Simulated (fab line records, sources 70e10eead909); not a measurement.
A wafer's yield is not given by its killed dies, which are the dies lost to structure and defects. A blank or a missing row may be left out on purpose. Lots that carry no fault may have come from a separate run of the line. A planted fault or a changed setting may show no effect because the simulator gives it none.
fab line records ; flow nand_harc
record: lots: 13; wafers: 35; last_day: 33
route steps=1302 shown THIN_TSV@1271 END@1302
lots that met no fault: from a run of the same line without faults
start_h: the number of hours between the record's first day and the start of the first shown wafer of the lot ; wait_h: hours from the lot's prior step to this one ; " identical to the entry in the row above ; L1.1+2: a single row standing in for several wafers ; - no value present, or no start provided ; * or withheld: withheld ; < > ~ a bound
route shown NAME@n: names a module that has steps shown in the file, with the first one's number in the route ; usual: mean/standard deviation of fault-free wafers ; same: alike in all rows ; chamber/n: place in a boat ; sites: readings site by site ; _std_site: how widely they spread, as a standard deviation ; _edge_site: outer sites' mean less inner sites' ; radius_mm: for every site, how far away it sits from the centre of the wafer ; mask NAME#n: copy n ; behind: tool/chamber where the wafer was last shaped ; hold: cause of the lot's hold/its duration in hours/its outcome ; device: transistor that didn't switch, given as n, p or np ; end of line: the tests these same wafers got at the end of their route ; where a step has no rows: the recipe by itself ; killed: dies that structure and defects cost at the first sort, which is not the same as the wafer's yield ; map: a wafer's dies, marking killed ones x, the rest . and places with no die _
set.NAME: the setting as run; set.NAME@STEP: as run at that earlier step ; model.NAME: the simulator's own value behind a step, which no gauge read
route steps across a sampled set of lots; one table per step, one row per wafer
services: when a tool's chamber went out of use (start_h, in hours from the record's first day, below 0 if earlier), for how many hours, and the reason
== steps ==
step: NHARC_THIN_TSV_PRE_CLEAN_50
recipe: time_s: 30; temp_c: 280; gas: H2/He
usual: heater_power_w: 429/51
same: time_s: 30
lot.wafer;tool;chamber;start_h;wait_h;heater_power_w
L779.3;pvd_sputter-01;-;-;-;416
L779.1;pvd_sputter-01;-;-;-;490
L779.2;pvd_sputter-01;-;-;-;421
L778.3;pvd_sputter-03;-;-;-;357
L778.4;pvd_sputter-03;-;-;-;355
L778.6;pvd_sputter-03;-;-;-;363
L781.3;pvd_sputter-01;-;-;-;502
L781.2;pvd_sputter-01;-;-;-;435
L781.6;pvd_sputter-01;-;-;-;493
L783.1;pvd_sputter-01;-;-;-;428
L783.3;pvd_sputter-01;-;-;-;419
L783.6;pvd_sputter-01;-;-;-;500
L784.3;pvd_sputter-02;-;-;-;432
L784.1;pvd_sputter-02;-;-;-;463
L784.5;pvd_sputter-02;-;-;-;429
L787.3;pvd_sputter-02;-;-;-;383
L787.1;pvd_sputter-02;-;-;-;403
L787.4;pvd_sputter-02;-;-;-;506
L788.3;pvd_sputter-01;-;-;-;474
L788.2;pvd_sputter-01;-;-;-;506
L788.4;pvd_sputter-01;-;-;-;424
L791.1;pvd_sputter-03;-;-;-;344
L794.2;pvd_sputter-02;-;-;-;376
L794.6;pvd_sputter-02;-;-;-;499
L794.5;pvd_sputter-02;-;-;-;416
L790.1;pvd_sputter-02;-;-;-;408
L799.4;pvd_sputter-01;-;-;-;503
L799.2;pvd_sputter-01;-;-;-;434
L799.5;pvd_sputter-01;-;-;-;503
L798.2;pvd_sputter-01;-;-;-;423
L798.4;pvd_sputter-01;-;-;-;450
L798.5;pvd_sputter-01;-;-;-;502
L800.1;pvd_sputter-02;-;-;-;387
L800.6;pvd_sputter-02;-;-;-;396
L800.5;pvd_sputter-02;-;-;-;404
step: NHARC_THIN_TSV_PVD_51
recipe: target_thk_a: 1000; chamber_pressure_pa: 5; material: Cu
usual: throttle_valve_pct: 30.3/0.82
lot.wafer;tool;chamber;start_h;wait_h;throttle_valve_pct
L779.2;pvd_sputter-01;-;-;-;29.7
L779.1;pvd_sputter-01;-;-;-;29.3
L779.3;pvd_sputter-01;-;-;-;32.6
L778.3;pvd_sputter-03;-;-;-;30.4
L778.4;pvd_sputter-03;-;-;-;29.6
L778.6;pvd_sputter-03;-;-;-;29.3
L781.2;pvd_sputter-01;-;-;-;29.8
L781.3;pvd_sputter-01;-;-;-;30.6
L781.6;pvd_sputter-01;-;-;-;31.7
L783.3;pvd_sputter-01;-;-;-;31.8
L783.1;pvd_sputter-01;-;-;-;30.0
L783.6;pvd_sputter-01;-;-;-;29.8
L784.3;pvd_sputter-02;-;-;-;28.4
L784.1;pvd_sputter-02;-;-;-;30.6
L784.5;pvd_sputter-02;-;-;-;30.2
L787.4;pvd_sputter-02;-;-;-;30.5
L787.3;pvd_sputter-02;-;-;-;31.8
L787.1;pvd_sputter-02;-;-;-;29.0
L788.3;pvd_sputter-01;-;-;-;29.8
L788.4;pvd_sputter-01;-;-;-;29.9
L788.2;pvd_sputter-01;-;-;-;30.6
L791.1;pvd_sputter-03;-;-;-;29.9
L794.2;pvd_sputter-02;-;-;-;31.2
L794.6;pvd_sputter-02;-;-;-;30.8
L794.5;pvd_sputter-02;-;-;-;30.1
L790.1;pvd_sputter-02;-;-;-;29.1
L799.2;pvd_sputter-01;-;-;-;29.6
L799.4;pvd_sputter-01;-;-;-;30.3
L799.5;pvd_sputter-01;-;-;-;31.6
L798.4;pvd_sputter-01;-;-;-;29.9
L798.2;pvd_sputter-01;-;-;-;31.7
L798.5;pvd_sputter-01;-;-;-;30.8
L800.1;pvd_sputter-02;-;-;-;29.1
L800.5;pvd_sputter-02;-;-;-;30.1
L800.6;pvd_sputter-02;-;-;-;31.7
step: NHARC_THIN_TSV_PRE_CLEAN_54
recipe: time_s: 30; temp_c: 280; gas: H2/He
usual: heater_power_w: 432/46
same: time_s: 30
lot.wafer;tool;chamber;start_h;wait_h;heater_power_w
L779.1;pvd_sputter-03;-;565.00;0.1;362
L779.2;pvd_sputter-03;-;565.00;0.1;371
L779.3;pvd_sputter-03;-;565.00;0.1;345
L778.3;pvd_sputter-01;-;566.32;0.0;425
L778.4;pvd_sputter-01;-;566.32;0.0;492
L778.6;pvd_sputter-01;-;566.32;0.0;429
L781.2;pvd_sputter-01;-;599.78;0.0;413
L781.3;pvd_sputter-01;-;599.78;0.0;440
L781.6;pvd_sputter-01;-;599.78;0.0;433
L783.3;pvd_sputter-01;-;607.54;0.1;424
L783.1;pvd_sputter-01;-;607.54;0.1;433
L783.6;pvd_sputter-01;-;607.54;0.1;509
L784.3;pvd_sputter-02;-;608.81;0.0;387
L784.1;pvd_sputter-02;-;608.81;0.0;459
L784.5;pvd_sputter-02;-;608.81;0.0;425
L787.3;pvd_sputter-02;-;663.23;0.1;411
L787.1;pvd_sputter-02;-;663.23;0.1;389
L787.4;pvd_sputter-02;-;663.23;0.1;400
L788.2;pvd_sputter-01;-;665.60;0.0;420
L788.4;pvd_sputter-01;-;665.60;0.0;489
L788.3;pvd_sputter-01;-;665.60;0.0;500
L791.1;pvd_sputter-01;-;679.11;0.0;429
L794.2;pvd_sputter-01;-;729.04;0.1;422
L794.6;pvd_sputter-01;-;729.04;0.1;432
L794.5;pvd_sputter-01;-;729.04;0.1;470
L790.1;pvd_sputter-01;-;732.80;0.1;409
L799.2;pvd_sputter-03;-;761.16;0.1;362
L799.4;pvd_sputter-03;-;761.16;0.1;379
L799.5;pvd_sputter-03;-;761.16;0.1;358
L798.4;pvd_sputter-03;-;765.63;0.1;363
L798.2;pvd_sputter-03;-;765.63;0.1;347
L798.5;pvd_sputter-03;-;765.63;0.1;367
L800.1;pvd_sputter-01;-;780.77;0.1;485
L800.6;pvd_sputter-01;-;780.77;0.1;409
L800.5;pvd_sputter-01;-;780.77;0.1;428
step: NHARC_THIN_TSV_ETCH_59
recipe: target_depth_a: 8800; icp_w: 900; bias_w: 100; Cl2_flow_sccm: 60; bcl3_flow_sccm: 30; time_s: 138.1; chemistry: Cl2/BCl3
usual: drypump_motor_current_A: 5.97/0.26; oes_product_au: 1.001/0.0076; throttle_valve_pct: 22.265/0.0082
same: time_s: 138.1
lot.wafer;tool;chamber;start_h;wait_h;drypump_motor_current_A;oes_product_au;rf_hours_counter_h;throttle_valve_pct
L779.2;rie_metal-03;0;566.35;0.1;6.28;1.013;0.1;22.255
L779.1;rie_metal-03;1;566.35;0.1;5.82;0.997;0.1;22.260
L779.3;rie_metal-03;1;566.35;0.1;5.82;0.997;-;22.261
L778.4;rie_metal-01;0;567.73;0.1;5.73;1.010;-;22.270
L778.3;rie_metal-01;1;567.73;0.1;5.46;1.000;-;22.278
L778.6;rie_metal-01;1;567.73;0.1;5.49;0.997;-;22.244
L781.2;rie_metal-02;0;601.01;0.1;6.19;1.013;2.8;22.265
L781.3;rie_metal-02;1;601.01;0.1;6.07;1.012;-;22.276
L781.6;rie_metal-02;1;601.01;0.1;6.06;1.003;-;22.265
L783.1;rie_metal-02;0;608.76;0.1;6.18;0.999;3.0;22.278
L783.3;rie_metal-02;0;608.76;0.1;6.19;0.997;-;22.268
L783.6;rie_metal-02;1;608.76;0.1;6.07;0.991;-;22.267
L784.1;rie_metal-03;1;610.17;0.1;5.83;0.999;1.2;22.269
L784.3;rie_metal-03;0;610.17;0.1;6.27;1.009;-;22.275
L784.5;rie_metal-03;0;610.17;0.1;6.30;1.006;-;22.256
L787.1;rie_metal-02;0;664.50;0.1;6.20;0.986;0.3;22.262
L787.4;rie_metal-02;0;664.50;0.1;6.20;0.993;-;22.270
L787.3;rie_metal-02;1;664.50;0.1;6.09;0.998;-;22.280
L788.2;rie_metal-02;0;667.03;0.1;6.18;0.995;0.5;22.259
L788.3;rie_metal-02;1;667.03;0.1;6.06;1.014;-;22.266
L788.4;rie_metal-02;0;667.03;0.1;6.20;0.998;-;22.258
L791.1;rie_metal-02;0;680.47;0.1;6.19;1.349;0.7;22.257
L794.2;rie_metal-01;1;730.37;0.1;5.45;1.003;2.0;22.260
L794.5;rie_metal-01;1;730.37;0.1;5.45;1.004;-;22.269
L794.6;rie_metal-01;0;730.37;0.1;5.71;1.005;-;22.262
L790.1;rie_metal-02;0;734.12;0.1;6.19;1.339;1.8;22.256
L799.2;rie_metal-01;1;762.44;0.1;5.46;1.013;0.0;22.264
L799.4;rie_metal-01;0;762.44;0.1;5.71;1.016;-;22.267
L799.5;rie_metal-01;1;762.44;0.1;5.49;1.008;-;22.261
L798.2;rie_metal-03;0;766.89;0.1;6.27;0.999;1.1;22.260
L798.4;rie_metal-03;0;766.89;0.1;6.26;0.989;-;22.261
L798.5;rie_metal-03;0;766.89;0.1;6.28;1.001;-;22.282
L800.1;rie_metal-03;1;782.03;0.1;5.80;0.996;1.4;22.252
L800.6;rie_metal-03;0;782.03;0.1;6.25;1.002;-;22.260
L800.5;rie_metal-03;1;782.03;0.1;5.80;1.005;-;22.265
step: NHARC_THIN_TSV_CD_MEAS_37
usual: cd_nm: 5000.3/1.9
lot.wafer;tool;chamber;start_h;wait_h;cd_nm
L779.1;cd_sem-03;-;567.50;-;5000.3
L779.2;cd_sem-03;-;567.50;-;4997.8
L779.3;cd_sem-03;-;567.50;-;4998.0
L778.3;cd_sem-02;-;568.81;-;5002.5
L778.4;cd_sem-02;-;568.81;-;5001.0
L778.6;cd_sem-02;-;568.81;-;5004.8
L781.2;cd_sem-02;-;602.16;-;4998.4
L781.3;cd_sem-02;-;602.16;-;5001.4
L781.6;cd_sem-02;-;602.16;-;4998.8
L783.1;cd_sem-01;-;609.91;-;5002.7
L783.3;cd_sem-01;-;609.91;-;5001.0
L783.6;cd_sem-01;-;609.91;-;4997.9
L784.1;cd_sem-03;-;611.33;-;5000.8
L784.3;cd_sem-03;-;611.33;-;4999.6
L784.5;cd_sem-03;-;611.33;-;5001.9
L787.1;cd_sem-02;-;665.76;-;4998.6
L787.3;cd_sem-02;-;665.76;-;5000.3
L787.4;cd_sem-02;-;665.76;-;4998.7
L788.2;cd_sem-03;-;668.24;-;5003.6
L788.3;cd_sem-03;-;668.24;-;5000.6
L788.4;cd_sem-03;-;668.24;-;5003.5
L791.1;cd_sem-01;-;681.65;-;4977.6
L794.2;cd_sem-02;-;731.52;-;4997.1
L794.5;cd_sem-02;-;731.52;-;5002.2
L794.6;cd_sem-02;-;731.52;-;4998.0
L790.1;cd_sem-01;-;735.28;-;4981.3
L799.2;cd_sem-02;-;763.55;-;5000.9
L799.4;cd_sem-02;-;763.55;-;5000.0
L799.5;cd_sem-02;-;763.55;-;4999.0
L798.2;cd_sem-03;-;768.04;-;5000.2
L798.4;cd_sem-03;-;768.04;-;5002.7
L798.5;cd_sem-03;-;768.04;-;5005.3
L800.1;cd_sem-03;-;783.14;-;5000.1
L800.5;cd_sem-03;-;783.14;-;4996.9
L800.6;cd_sem-03;-;783.14;-;4997.9
step: NHARC_END_SORT_01
recipe: temp_c: 25
usual: defect_limited_yield: 92.0/2.6; killed_at_array: 50/17; killed_at_other: 0.7/1; killed_at_periphery: 3.4/2.4; killed_dies: 54/17; killed_open: 3.3/1.7; killed_short: 2.5/1.6; sort_bin_2_pct: 2.8/1.1; sort_bin_3_pct: 0.5/0.33; sort_bin_4_pct: 4.6/1.5; sort_n_pass: 623/17; sort_rim_yield_pct: 92/3.8; sort_yield_pct: 92.0/2.6
same: gross_dies: 677; sort_bin_5_pct[%]: 0; sort_bin_6_pct[%]: 0; sort_bin_7_pct[%]: 0; sort_bin_8_pct[%]: 0; sort_rim_n_gross: 106.00
lot.wafer;tool;chamber;start_h;wait_h;defect_limited_yield[%];killed_at_array;killed_at_other;killed_at_periphery;killed_dies;killed_open;killed_short;sort_bin_2_pct[%];sort_bin_3_pct[%];sort_bin_4_pct[%];sort_n_pass;sort_rim_yield_pct[%];sort_yield_pct[%]
L779.1;prober-01;0;575.44;2.5;86.4;80;2;10;92;5;1;5.2;0.7;7.7;585;94;86.4
L779.2;prober-01;0;576.23;2.8;90.1;58;1;8;67;1;4;5.0;0.7;4.1;610;87;90.1
L779.3;prober-01;0;577.03;3.1;91.0;55;1;5;61;1;5;3.7;0.4;4.9;616;84;91.0
L799.2;prober-01;0;771.88;2.8;94.7;34;1;1;36;5;0;2.2;0.3;2.8;641;98;94.7
L799.4;prober-01;0;773.46;3.4;95.1;31;2;0;33;2;4;1.3;0.1;3.4;644;99;95.1
L799.5;prober-01;0;774.25;3.7;96.0;23;2;2;27;2;0;0.7;0.1;3.1;650;94;96.0
killed by level:class
L779.1 A_CHANNEL_HOLE_D1:chamber_film_flake=24 A_SLIT:chamber_film_flake=22 A_CHANNEL_HOLE_D2:chamber_film_flake=19 P_STI:chamber_film_flake=4 A_STAIRCASE:chamber_film_flake=3 A_CHANNEL_FILL_D1:chamber_film_flake=3 A_DECK1_JOINT:chamber_film_flake=3 THIN_TSV:chamber_film_flake=2
L779.2 A_SLIT:chamber_film_flake=18 A_CHANNEL_HOLE_D1:chamber_film_flake=17 A_CHANNEL_HOLE_D2:chamber_film_flake=14 P_STI:chamber_film_flake=4 P_CONTACT:chamber_film_flake=2 A_STAIRCASE:chamber_film_flake=2 P_M0:geometric_particle:short=1 A_ONON_D1:geometric_particle:short=1
L779.3 A_SLIT:chamber_film_flake=20 A_CHANNEL_HOLE_D1:chamber_film_flake=12 A_CHANNEL_HOLE_D2:chamber_film_flake=11 P_STI:chamber_film_flake=2 A_CHANNEL_FILL_D1:chamber_film_flake=2 A_STAIRCASE:chamber_film_flake=2 P_M0:geometric_particle:short=1 A_SOURCE_PLATE:geometric_particle:short=1
L799.2 A_STAIRCASE:chamber_film_flake=11 A_SLIT:chamber_film_flake=8 A_CONTACT:chamber_film_flake=5 A_ZERO_WELL:chamber_film_flake=4 A_ONON_D1:geometric_particle:open=1 A_DECK1_JOINT:geometric_particle:open=1 A_CHANNEL_HOLE_D2:geometric_particle:open=1 A_CHANNEL_FILL_D2:geometric_particle:open=1
L799.4 A_STAIRCASE:chamber_film_flake=8 A_CONTACT:chamber_film_flake=7 A_SLIT:chamber_film_flake=6 A_CHANNEL_FILL_D2:geometric_particle:short=2 THIN_TSV:chamber_film_flake=2 A_ONON_D2:geometric_particle:open=1 A_CHANNEL_FILL_D2:geometric_particle:open=1 A_WL_FILL:geometric_particle:short=1
L799.5 A_STAIRCASE:chamber_film_flake=7 A_CONTACT:chamber_film_flake=6 A_SLIT:chamber_film_flake=5 P_CONTACT:chamber_film_flake=2 THIN_TSV:chamber_film_flake=2 A_CHANNEL_HOLE_D1:geometric_particle:open=1 A_WL_FILL:geometric_particle:open=1 A_CHANNEL_FILL_D1:chamber_film_flake=1
== services ==
tool;chamber;start_h;hours;kind
rie_metal-01;-;575.00;9.0;pm
rie_metal-01;0;575.00;9.0;vent_cycle
rie_metal-01;1;575.00;9.0;vent_cycle
rie_metal-01;0;584.00;-;clean
rie_metal-01;1;584.00;-;clean
pvd_sputter-01;-;586.00;10.0;pm
rie_metal-02;-;631.00;9.0;pm
rie_metal-02;0;631.00;9.0;vent_cycle
rie_metal-02;1;631.00;9.0;vent_cycle
rie_metal-01;-;634.68;0.8;repair
pvd_sputter-02;-;638.00;10.0;pm
rie_metal-02;0;640.00;-;clean
rie_metal-02;1;640.00;-;clean
pvd_sputter-01;-;671.57;7.4;repair
pvd_sputter-02;-;682.77;3.9;repair
rie_metal-03;-;696.16;9.0;pm
rie_metal-03;0;696.16;9.0;vent_cycle
rie_metal-03;1;696.16;9.0;vent_cycle
pvd_sputter-03;-;704.02;10.0;pm
rie_metal-03;0;705.16;-;clean
rie_metal-03;1;705.16;-;clean
rie_metal-03;-;718.12;0.5;repair
rie_metal-01;-;752.00;9.0;pm
pvd_sputter-01;-;764.00;10.0;pm
== key ==
first_sign: step: NHARC_THIN_TSV_ETCH_59; reading: oes_product_au; direction: up; sigmas: 45; usual: 1.001; struck: 1.344
effect: step: NHARC_THIN_TSV_CD_MEAS_37; reading: cd_nm; direction: down; sigmas: 11; usual: 5000.3; struck: 4979.5
met_at NHARC_THIN_TSV_ETCH_59
struck_lots L790,L791
struck_wafers L790.1,L791.1
not_acting_at NHARC_THIN_TSV_PRE_CLEAN_50,NHARC_THIN_TSV_PVD_51,NHARC_THIN_TSV_PRE_CLEAN_54
onset_between 667.03 680.47
fault: kind: process_parameter_drift; tool: rie_metal-02; chamber: 0; onset_h: 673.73; steps: NHARC_THIN_TSV_ETCH_59; channel: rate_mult; offset: 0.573; shape: step
